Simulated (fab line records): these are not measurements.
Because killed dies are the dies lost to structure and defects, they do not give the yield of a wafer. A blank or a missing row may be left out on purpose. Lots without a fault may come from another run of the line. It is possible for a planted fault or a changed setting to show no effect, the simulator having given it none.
Matching of chambers -- flow n5Finfet -- N5_BEOL_M6_ETCH_72 on rieDiel-01 has 4 sister chambers
The step etches underlayer in N2/H2, target depth 6.5 nm, time 5.2 s. 4 wafers are shown with their chamber, then 7 later ones without.

== WAFERS WITH THEIR CHAMBER ==
wafer,chamber,drypumpMotorCurrentA (A)
L085.1,1,5.3
L085.2,2,6.4
L088.1,0,4.9
L088.2,3,5.0

== WAFERS WITHOUT THEIR CHAMBER ==
wafer,drypumpMotorCurrentA (A)
L088.5,5.3
L091.3,5.2
L091.5,6.4
L091.6,4.9
L096.1,4.9
L096.3,5.3
L096.5,6.4

== WHICH CHAMBER EACH WENT THROUGH ==
wafer,from the rows above,in truth
L088.5,1,1
L091.3,1,1
L091.5,2,2
L091.6,0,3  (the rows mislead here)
L096.1,0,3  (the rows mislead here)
L096.3,1,1
L096.5,2,2
5 of 7 placed correctly. From these rows, 0 cannot be placed. Number placed wrongly: 2.
How it was worked out, from the rows above alone: a wafer's distance from a chamber is the root of the sum, over the readings, of the square of ((its reading less the chamber's mean) divided by the reading's scatter). If the next closest chamber is less than 2 further off than the closest, the wafer can't be placed; otherwise it belongs to the closest. A chamber's mean is the mean of its shown wafers. The scatter: with one shown wafer a chamber, the root of the mean of the squares of how far each hidden wafer lies from its nearest shown one.
